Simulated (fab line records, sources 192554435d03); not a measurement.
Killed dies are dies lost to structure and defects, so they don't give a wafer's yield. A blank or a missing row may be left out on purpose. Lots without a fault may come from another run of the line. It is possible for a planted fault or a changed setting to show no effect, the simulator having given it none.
fab line records	flow n5Finfet	part 1 of 2: steps 1 to 3 of 6
record: lots: 23	wafers: 69	lastDay: 21
route steps=1938 shown BEOL_M3@949
lots with no fault: from the same line, run without faults
startH: hours from the record's opening day to when the first of the lot's shown wafers began	waitH: hours elapsed since this lot's preceding step	" unchanged from the row above	L1.1+2: a row that stands for several wafers	- value missing, or start not given	* or withheld: withheld	< > ~ a bound
route shown NAME@n: NAME is a module with steps in the file, n the number in the route of the first one	usual: mean and standard deviation over wafers with no fault	same: alike in all rows	chamber/n: place in a boat	sites: per-site readings	_std_site: the values' standard deviation	_edge_site: outer sites' mean less inner sites'	radiusMm: for every site, how far away it sits from the centre of the wafer	mask NAME#n: copy n	behind: the tool/chamber that last shaped the wafer	hold: reason for holding the lot/hours on hold/outcome of the hold	device: transistor that didn't switch, given as n, p or np	end of line: tests run on the same wafers once the route is complete	for a step that has no rows: nothing shown but its recipe	killed: at the first sort, the dies lost to defects and structure; wafer yield is something else	map: dies across one wafer; x = killed, . = not, _ = none there
set.NAME: the setting as run; set.NAME@STEP: as run at that earlier step	model.NAME: the simulator's own value behind a step, which no gauge read
the route's steps for a sample of lots (tables are steps, rows are wafers)
services: the hour from which a tool's chamber was out of use, counted from the record's first day as startH (under 0 if before that day), plus the number of hours and why
== steps ==
step: N5_BEOL_M3_ETCH_63
recipe: chemistry: CF4	target: SiARC	targetDepthA: 156	maskMaterial: CAR-EUV	timeS: 26	ionEnergyEv: 80	pressureMtorr: 40	sourceW: 545	biasW: 36	Ar_flow_sccm: 100	cf4FlowSccm: 100	ends: cleared
usual: drypumpMotorCurrentA: 5.6/0.38	etchRfOnTimeS: 26.0/1.2	oesProductAu: 0.67/0.077	rfFwdPowerW: 531.7/1.9	rfVppV: 183.9/1.2	showerheadPlenumPTorr: 2.14/0.082	throttleValvePct: 15.68/0.29
lot.wafer	tool	chamber	startH	waitH	drypumpMotorCurrentA	etchRfOnTimeS	oesProductAu	rfFwdPowerW	rfHoursCounterH	rfVppV	showerheadPlenumPTorr	throttleValvePct
L075.2	rieDiel-05	1	160.97	0.0	5.7	26.7	0.64	528.3	164	184.8	2.14	15.72
L075.5	"	0	"	"	5.3	23.9	0.86	534.6	-	184.7	2.28	15.41
L075.6	"	3	"	"	5.1	26.7	0.62	531.0	-	180.6	2.06	16.14
L074.2	rieDiel-01	3	161.15	0.0	5.6	27.1	0.74	532.6	35	186.1	2.27	15.55
L074.3	"	2	"	"	5.7	25.4	0.68	529.2	138	182.4	2.17	15.76
L074.4	"	2	"	"	5.7	25.4	0.67	529.6	-	183.4	2.17	15.76
L076.2	rieDiel-05	0	164.37	0.0	5.4	24.2	0.85	531.0	15	185.1	2.28	15.42
L076.4	"	3	"	"	5.1	27.1	0.61	531.7	182	182.1	2.06	16.12
L076.6	"	1	"	"	5.6	27.2	0.63	532.3	-	185.0	2.14	15.74
L077.3	rieDiel-01	3	166.75	0.0	5.6	27.0	0.74	530.8	37	185.6	2.27	15.58
L077.4	"	2	"	"	5.7	25.4	0.67	530.9	-	184.8	2.16	15.78
L077.6	"	1	"	"	5.5	28.6	0.57	531.9	-	184.2	2.19	15.92
L078.1	rieDiel-05	1	171.11	0.0	5.6	26.8	0.63	532.0	166	183.2	2.14	15.75
L078.2	"	0	"	"	5.3	24.2	0.84	528.2	16	185.9	2.28	15.42
L078.4	"	3	"	"	5.0	27.2	0.61	529.9	184	183.0	2.06	16.14
L080.1	rieDiel-06	3	181.51	0.0	6.4	25.2	0.65	528.9	188	181.7	2.04	15.30
L080.4	"	0	"	"	5.2	25.1	0.66	532.4	166	184.7	2.13	15.54
L080.6	"	0	"	"	5.2	25.1	0.66	530.5	-	182.8	2.13	15.53
L079.1	rieDiel-06	0	182.58	0.0	5.2	25.2	0.66	533.3	166	184.4	2.13	15.53
L079.4	"	1	"	"	5.6	26.7	0.75	532.3	40	183.9	2.10	15.38
L079.6	"	2	"	"	6.0	25.5	0.64	529.7	-	183.7	2.05	15.92
L081.2	rieDiel-01	3	199.33	0.0	5.6	27.1	0.72	531.2	47	184.3	2.26	15.61
L081.4	"	1	"	"	5.6	28.8	0.56	533.0	240	183.4	2.19	15.94
L081.6	"	0	"	"	5.2	27.3	0.82	535.6	-	184.1	2.20	15.13
L084.1	rieDiel-06	2	216.01	0.0	6.0	25.4	0.64	533.4	189	182.9	2.05	15.95
L084.2	"	0	"	"	5.2	24.9	0.66	532.3	174	185.2	2.13	15.55
L084.5	"	2	"	"	6.0	25.2	0.64	533.3	-	182.6	2.05	15.94
L083.3	rieDiel-05	2	218.94	0.0	5.5	26.2	0.58	532.8	235	182.8	2.12	15.80
L083.5	"	1	"	"	5.6	27.1	0.62	532.0	-	183.4	2.13	15.75
L083.6	"	0	"	"	5.3	24.2	0.82	530.7	-	185.9	2.28	15.45
L085.2	rieDiel-05	0	224.92	0.0	5.4	24.4	0.81	534.7	30	185.3	2.28	15.44
L085.4	"	3	"	"	5.1	27.1	0.60	530.1	197	183.1	2.06	16.19
L085.5	"	2	"	"	5.5	25.8	0.59	532.3	-	183.4	2.12	15.80
L086.1	rieDiel-05	2	231.63	0.0	5.5	25.9	0.58	528.7	238	185.2	2.12	15.82
L086.2	"	3	"	"	5.0	27.3	0.60	532.7	199	182.9	2.06	16.18
L086.4	"	0	"	"	5.3	24.2	0.81	531.3	32	184.0	2.28	15.44
L087.3	rieDiel-06	3	232.32	0.0	6.4	24.7	0.65	529.2	198	182.1	2.03	15.31
L087.4	"	2	"	"	6.0	24.7	0.64	529.7	190	183.0	2.05	15.93
L087.6	"	2	"	"	6.0	25.1	0.64	530.1	-	182.8	2.05	15.95
L088.1	rieDiel-06	1	240.18	0.0	5.6	26.9	0.73	529.3	53	181.9	2.09	15.41
L088.3	"	2	"	"	6.0	25.3	0.63	532.6	192	183.0	2.05	15.95
L088.5	"	2	"	"	6.0	25.3	0.63	534.4	-	182.8	2.05	15.95
L090.1	rieDiel-05	0	240.69	0.0	5.4	24.1	0.80	533.5	35	185.4	2.28	15.44
L090.2	"	2	"	"	5.5	25.3	0.59	532.8	241	182.3	2.12	15.82
L090.4	"	3	"	"	5.1	26.9	0.60	531.0	202	182.7	2.06	16.18
L089.1	rieDiel-06	3	241.79	0.0	6.4	25.2	0.65	530.5	199	181.0	2.03	15.33
L089.4	"	1	"	"	5.6	26.9	0.73	529.7	54	183.3	2.09	15.41
L089.6	"	0	"	"	5.2	25.2	0.65	531.4	-	184.9	2.13	15.54
L091.2	rieDiel-01	3	281.22	0.0	5.5	26.9	0.70	531.0	74	186.3	2.26	15.65
L091.3	"	2	"	"	5.7	25.5	0.64	531.9	177	185.6	2.15	15.85
L091.5	"	2	"	"	5.7	25.6	0.64	531.3	-	184.4	2.15	15.83
L093.3	rieDiel-01	2	286.10	0.0	5.7	25.4	0.65	532.3	179	183.2	2.15	15.85
L093.4	"	1	"	"	5.6	27.5	0.78	531.8	11	184.7	2.18	15.45
L093.6	"	2	"	"	5.7	25.5	0.64	531.4	-	185.0	2.15	15.85
L092.1	rieDiel-05	1	288.11	0.0	5.6	26.8	0.61	528.4	202	184.7	2.12	15.80
L092.4	"	3	"	"	5.1	27.1	0.59	530.3	-	183.6	2.05	16.20
L092.5	"	0	"	"	5.4	23.7	0.79	529.4	-	185.4	2.27	15.48
L094.1	rieDiel-05	3	295.69	0.0	5.1	27.4	0.59	529.4	221	183.0	2.05	16.22
L094.2	"	0	"	"	5.4	23.9	0.80	532.9	54	185.3	2.27	15.50
L094.4	"	3	"	"	5.1	27.1	0.59	530.7	-	182.7	2.05	16.22
L096.1	rieDiel-05	0	317.94	0.0	5.3	23.7	0.79	534.0	60	184.3	2.27	15.51
L096.3	"	3	"	"	5.0	27.1	0.59	533.0	227	181.9	2.05	16.21
L096.5	"	3	"	"	5.0	27.1	0.59	531.6	-	182.5	2.05	16.23
L095.1	rieDiel-06	2	318.67	0.0	6.0	25.5	0.61	531.9	215	183.0	2.04	15.99
L095.3	"	0	"	"	5.2	25.2	0.64	531.8	202	183.6	2.12	15.61
L095.6	"	3	"	"	6.4	25.1	0.63	531.7	-	182.5	2.03	15.37
L097.1	rieDiel-01	3	327.81	0.0	5.5	26.8	0.69	532.4	89	185.6	2.25	15.69
L097.4	"	2	"	"	5.7	25.9	0.62	530.6	192	183.8	2.15	15.86
L097.5	"	0	"	"	5.2	28.1	0.73	534.6	-	183.7	2.19	15.20
step: N5_BEOL_M3_DESCUM_33
recipe: chemistry: O2	timeS: 7	sourcePowerW: 50	biasPowerW: 20	pressureMtorr: 20	rfFrequencyHz: 2.712e+07	tempC: 40	resist: CAR-EUV	o2FlowSccm: 225
usual: drypumpMotorCurrentA: 5.6/0.37	oesProductAu: 0.79/0.094	rfFwdPowerW: 49.31/0.19	rfVppV: 242.9/1.6	showerheadPlenumPTorr: 2.07/0.081	throttleValvePct: 20.4/0.33
lot.wafer	tool	chamber	startH	waitH	drypumpMotorCurrentA	oesProductAu	rfFwdPowerW	rfHoursCounterH	rfVppV	showerheadPlenumPTorr	throttleValvePct
L075.2	rieDiel-01	1	161.84	0.0	5.5	0.68	49.32	232	243.6	2.14	20.7
L075.5	"	2	"	"	5.7	0.77	49.42	-	243.0	2.09	20.5
L075.6	"	3	"	"	5.6	0.89	49.36	-	245.3	2.25	20.6
L074.2	rieDiel-06	3	162.05	0.0	6.4	0.73	49.48	182	240.8	1.99	20.0
L074.3	"	1	"	"	5.6	0.90	49.66	34	242.1	2.01	20.0
L074.4	"	0	"	"	5.2	0.77	49.36	161	243.8	2.08	20.2
L076.2	rieDiel-05	0	165.19	0.0	5.4	0.97	49.11	15	245.3	2.21	20.0
L076.4	"	3	"	"	5.0	0.72	49.21	182	241.6	2.00	21.0
L076.6	"	0	"	"	5.4	0.97	48.84	-	245.1	2.21	20.0
L077.3	rieDiel-06	3	167.57	0.0	6.4	0.74	49.51	184	241.7	1.99	20.0
L077.4	"	0	"	"	5.1	0.76	49.47	163	242.6	2.08	20.2
L077.6	"	2	"	"	6.0	0.73	48.85	-	240.8	1.99	20.7
L078.1	rieDiel-01	3	171.93	0.0	5.5	0.89	49.25	39	244.4	2.24	20.6
L078.2	"	1	"	"	5.6	0.68	49.57	235	242.9	2.14	20.7
L078.4	"	3	"	"	5.5	0.89	49.31	-	247.1	2.24	20.6
L080.1	rieDiel-05	3	182.45	0.0	5.1	0.73	49.42	186	242.2	2.00	20.9
L080.4	"	0	"	"	5.4	0.97	49.32	18	246.6	2.20	20.0
L080.6	"	3	"	"	5.1	0.73	49.14	-	243.6	2.00	21.0
L079.1	rieDiel-06	2	183.49	0.0	6.0	0.73	49.26	181	242.0	1.99	20.7
L079.4	"	1	"	"	5.6	0.90	49.50	40	243.0	2.01	20.0
L079.6	"	2	"	"	6.0	0.73	49.22	-	244.1	1.99	20.7
L081.2	rieDiel-05	0	200.15	0.0	5.3	0.95	49.05	23	246.0	2.20	20.1
L081.4	"	2	"	"	5.5	0.68	49.27	230	242.4	2.08	20.6
L081.6	"	0	"	"	5.4	0.96	49.15	-	245.5	2.20	20.1
L084.1	rieDiel-05	1	216.84	0.0	5.6	0.74	49.41	178	243.3	2.08	20.5
L084.2	"	3	"	"	5.0	0.72	49.23	195	242.2	2.00	21.0
L084.5	"	3	"	"	5.1	0.72	49.32	-	241.7	2.00	21.0
L083.3	rieDiel-06	0	219.88	0.0	5.2	0.76	49.37	175	244.0	2.07	20.3
L083.5	"	1	"	"	5.6	0.88	49.38	-	241.8	2.01	20.0
L083.6	"	2	"	"	6.0	0.73	49.00	-	241.6	1.99	20.7
L085.2	rieDiel-01	1	225.91	0.0	5.6	0.68	49.53	249	243.6	2.14	20.7
L085.4	"	3	"	"	5.6	0.86	49.03	56	246.2	2.24	20.7
L085.5	"	1	"	"	5.6	0.68	49.59	-	243.0	2.14	20.7
L086.1	rieDiel-05	3	232.45	0.0	5.1	0.72	49.35	199	243.0	2.00	21.0
L086.2	"	0	"	"	5.3	0.93	49.29	32	245.0	2.20	20.1
L086.4	"	1	"	"	5.6	0.75	49.46	182	243.4	2.08	20.5
L087.3	rieDiel-05	3	233.30	0.2	5.1	0.71	49.22	200	240.6	2.00	21.0
L087.4	"	1	"	"	5.6	0.74	49.51	182	241.1	2.08	20.5
L087.6	"	3	"	"	5.1	0.71	49.33	-	241.4	2.00	21.0
L088.1	rieDiel-05	0	241.12	0.0	5.3	0.93	49.05	35	246.1	2.20	20.1
L088.3	"	2	"	"	5.5	0.67	49.15	241	241.7	2.08	20.6
L088.5	"	3	"	"	5.0	0.72	49.52	-	241.3	2.00	21.0
L090.1	rieDiel-06	0	241.63	0.0	5.2	0.75	49.41	180	243.0	2.07	20.3
L090.2	"	2	"	"	6.0	0.72	49.00	192	243.0	1.99	20.7
L090.4	"	1	"	"	5.7	0.87	49.54	54	243.2	2.01	20.0
L089.1	rieDiel-01	0	242.73	0.0	5.2	0.95	49.49	12	243.9	2.14	20.0
L089.4	"	2	"	"	5.7	0.75	49.25	-	244.2	2.08	20.5
L089.6	"	0	"	"	5.2	0.95	49.48	-	243.1	2.14	20.0
L091.2	rieDiel-06	1	282.05	0.0	5.7	0.86	49.41	65	241.7	2.00	20.0
L091.3	"	3	"	"	6.4	0.72	49.57	210	240.7	1.98	20.1
L091.5	"	3	"	"	6.4	0.73	49.47	-	240.3	1.98	20.1
L093.3	rieDiel-01	2	287.02	0.0	5.7	0.74	49.49	179	242.5	2.08	20.6
L093.4	"	1	"	"	5.6	0.94	49.37	12	244.2	2.13	20.3
L093.6	"	3	"	"	5.6	0.84	49.29	-	245.5	2.23	20.7
L092.1	rieDiel-06	2	289.28	0.1	6.0	0.72	48.95	207	241.3	1.98	20.7
L092.4	"	0	"	"	5.2	0.74	49.57	193	242.5	2.07	20.3
L092.5	"	0	"	"	5.2	0.74	49.45	-	242.4	2.07	20.3
L094.1	rieDiel-05	1	296.64	0.0	5.6	0.72	49.50	204	243.3	2.07	20.5
L094.2	"	0	"	"	5.4	0.90	49.02	54	244.9	2.19	20.1
L094.4	"	0	"	"	5.4	0.89	48.82	-	244.9	2.19	20.1
L096.1	rieDiel-05	3	318.92	0.2	5.1	0.70	49.37	228	241.4	1.99	21.0
L096.3	"	0	"	"	5.4	0.90	49.12	61	244.8	2.19	20.1
L096.5	"	2	"	"	5.5	0.95	49.09	-	241.5	2.07	20.3
L095.1	rieDiel-06	2	319.49	0.0	6.0	0.70	49.08	215	241.1	1.98	20.7
L095.3	"	0	"	"	5.2	0.74	49.24	202	242.5	2.06	20.3
L095.6	"	1	"	"	5.7	0.84	49.31	-	241.8	2.00	20.1
L097.1	rieDiel-05	0	328.67	0.0	5.3	0.89	49.18	64	244.5	2.19	20.1
L097.4	"	3	"	"	5.0	0.69	49.36	231	243.0	1.99	21.0
L097.5	"	1	"	"	5.6	0.72	49.62	-	243.4	2.07	20.5
step: N5_BEOL_M3_VIA_ETCH_34
recipe: chemistry: C4F6/O2	targetDepthA: 694	maskMaterial: SOC	pressureMtorr: 15	ionEnergyEv: 250	taperDeg: 4	timeS: 65.9	sourceW: 350	biasW: 170	Ar_flow_sccm: 300	C4F6_flow_sccm: 10	O2_flow_sccm: 10
usual: C4F6_flow_sccm: 10.00/0.03	drypumpMotorCurrentA: 5.5/0.32	oesProductAu: 0.79/0.092	rfFwdPowerW: 346.7/1.3	rfVppV: 669/15	showerheadPlenumPTorr: 2.85/0.098	throttleValvePct: 30.8/0.38
lot.wafer	tool	chamber	startH	waitH	C4F6_flow_sccm	drypumpMotorCurrentA	oesProductAu	rfFwdPowerW	rfHoursCounterH	rfVppV	showerheadPlenumPTorr	throttleValvePct
L076.2	rieDiel-01	3	165.87	0.0	9.99	5.6	0.87	345.9	37	683	3.00	30.8
L076.4	"	3	"	"	9.98	5.6	0.87	346.0	-	682	3.00	30.8
L076.6	"	1	"	"	10.01	5.6	0.67	346.9	-	686	2.89	30.9
L077.3	rieDiel-01	1	170.29	0.0	9.96	5.6	0.66	346.6	235	684	2.89	30.9
L077.4	"	2	"	"	10.02	5.7	0.78	347.6	-	662	2.87	31.1
L077.6	"	3	"	"	10.07	5.6	0.87	345.0	-	683	3.00	30.8
L078.1	rieDiel-01	3	173.59	0.0	9.97	5.6	0.87	346.6	39	684	3.00	30.8
L078.2	"	2	"	"	9.97	5.7	0.77	345.8	142	662	2.87	31.1
L078.4	"	2	"	"	9.96	5.7	0.78	346.0	-	661	2.87	31.1
L075.2	rieDiel-05	0	175.11	0.0	10.00	5.4	0.99	345.3	17	685	3.00	30.4
L075.5	"	0	"	"	10.01	5.3	0.97	347.7	-	686	3.00	30.4
L075.6	"	3	"	"	10.03	5.0	0.72	349.5	-	636	2.75	31.6
L074.2	rieDiel-01	2	176.92	0.0	10.03	5.7	0.79	348.7	144	661	2.86	31.1
L074.3	"	3	"	"	9.97	5.6	0.88	345.9	40	684	2.99	30.9
L074.4	"	2	"	"	9.98	5.7	0.78	347.5	-	661	2.86	31.1
L080.1	rieDiel-05	1	185.07	0.0	10.05	5.6	0.74	347.5	170	674	2.83	30.6
L080.4	"	2	"	"	10.00	5.5	0.69	346.0	226	652	2.81	30.7
L080.6	"	0	"	"	9.97	5.3	0.97	345.8	-	683	3.00	30.4
L079.1	rieDiel-01	3	187.25	0.0	10.02	5.5	0.88	347.4	43	683	2.99	30.9
L079.4	"	2	"	"	10.02	5.7	0.77	345.1	-	662	2.86	31.1
L079.6	"	3	"	"	10.01	5.6	0.87	347.1	-	683	2.99	30.9
L081.2	rieDiel-05	2	204.22	0.0	10.00	5.5	0.68	344.9	231	650	2.80	30.7
L081.4	"	0	"	"	9.99	5.3	0.95	345.3	25	685	2.99	30.4
L081.6	"	3	"	"	9.95	5.1	0.72	347.4	-	637	2.75	31.6
L084.1	rieDiel-06	1	218.07	0.0	10.04	5.6	0.88	345.8	48	669	2.77	30.5
L084.2	"	2	"	"	10.00	6.0	0.74	347.0	189	681	2.72	31.2
L084.5	"	0	"	"	10.03	5.2	0.76	347.8	-	660	2.81	30.5
L083.3	rieDiel-01	0	234.85	0.0	10.02	5.2	0.94	346.2	9	673	2.94	30.9
L083.5	"	3	"	"	9.97	5.6	0.85	345.5	-	683	2.99	30.9
L083.6	"	2	"	"	9.94	5.7	0.76	347.0	-	660	2.86	31.1
L085.2	rieDiel-06	1	235.02	0.0	10.08	5.6	0.86	348.6	53	667	2.77	30.6
L085.4	"	0	"	"	10.02	5.2	0.77	346.8	179	659	2.81	30.5
L085.5	"	1	"	"	10.01	5.6	0.87	348.1	-	668	2.77	30.6
L086.1	rieDiel-06	0	239.82	0.0	9.98	5.2	0.74	347.6	180	660	2.81	30.5
L086.2	"	1	"	"	9.93	5.6	0.85	347.8	53	667	2.77	30.6
L086.4	"	3	"	"	10.00	6.4	0.74	347.0	199	663	2.71	30.2
L087.3	rieDiel-05	3	244.92	0.0	9.98	5.0	0.70	346.3	204	637	2.75	31.6
L087.4	"	1	"	"	10.01	5.6	0.72	347.7	187	673	2.82	30.6
L087.6	"	1	"	"	10.00	5.6	0.73	346.5	-	674	2.82	30.6
L088.1	rieDiel-06	1	248.92	0.0	9.95	5.6	0.85	348.6	56	668	2.76	30.6
L088.3	"	3	"	"	10.04	6.4	0.74	346.4	202	662	2.71	30.2
L088.5	"	3	"	"	10.01	6.4	0.75	346.4	-	663	2.71	30.2
L090.1	rieDiel-05	3	254.00	0.0	9.99	5.0	0.70	346.6	207	637	2.74	31.7
L090.2	"	1	"	"	10.04	5.6	0.73	348.0	189	672	2.82	30.6
L090.4	"	2	"	"	9.98	5.5	0.68	344.3	246	651	2.80	30.7
L089.1	rieDiel-01	1	266.20	0.0	9.96	5.6	0.96	347.3	5	686	2.88	30.5
L089.4	"	3	"	"	10.04	5.6	0.84	344.5	69	684	2.98	30.9
L089.6	"	2	"	"	10.02	5.7	0.76	347.2	-	660	2.85	31.1
L091.2	rieDiel-05	1	285.41	0.0	10.02	5.6	0.71	347.2	201	673	2.81	30.6
L091.3	"	3	"	"	9.97	5.1	0.69	346.0	218	638	2.74	31.7
L091.5	"	3	"	"	9.98	5.1	0.69	346.8	-	635	2.74	31.7
L093.3	rieDiel-05	2	313.55	0.0	9.96	5.5	0.96	345.8	3	652	2.79	30.6
L093.4	"	1	"	"	10.00	5.6	0.71	346.8	208	673	2.81	30.6
L093.6	"	3	"	"	10.04	5.0	0.69	346.1	-	636	2.74	31.7
L092.1	rieDiel-01	2	313.66	0.0	10.00	5.7	0.74	348.3	187	660	2.84	31.2
L092.4	"	3	"	"	10.01	5.6	0.82	346.9	84	682	2.97	30.9
L092.5	"	3	"	"	9.98	5.6	0.82	347.0	-	681	2.97	30.9
L094.1	rieDiel-06	1	316.92	0.0	10.02	5.6	0.83	347.8	75	668	2.76	30.6
L094.2	"	3	"	"	10.01	6.4	0.73	347.8	221	663	2.70	30.2
L094.4	"	0	"	"	9.97	5.2	0.73	347.3	202	658	2.80	30.5
L096.1	rieDiel-06	3	323.40	0.0	9.93	6.4	0.73	346.9	223	662	2.70	30.2
L096.3	"	1	"	"	10.02	5.6	0.84	347.4	77	669	2.75	30.6
L096.5	"	0	"	"	10.00	5.1	0.74	348.4	-	659	2.80	30.5
L095.1	rieDiel-05	1	327.18	0.0	10.01	5.6	0.71	347.2	213	673	2.81	30.6
L095.3	"	0	"	"	9.99	5.4	0.90	346.9	63	683	2.98	30.4
L095.6	"	1	"	"	9.93	5.6	0.71	348.8	-	674	2.81	30.7
L097.1	rieDiel-05	2	330.54	0.0	10.02	5.5	0.94	347.8	9	651	2.79	30.6
L097.4	"	0	"	"	10.02	5.4	0.90	345.1	64	682	2.98	30.4
L097.5	"	1	"	"	10.01	5.6	0.71	346.6	-	673	2.81	30.7
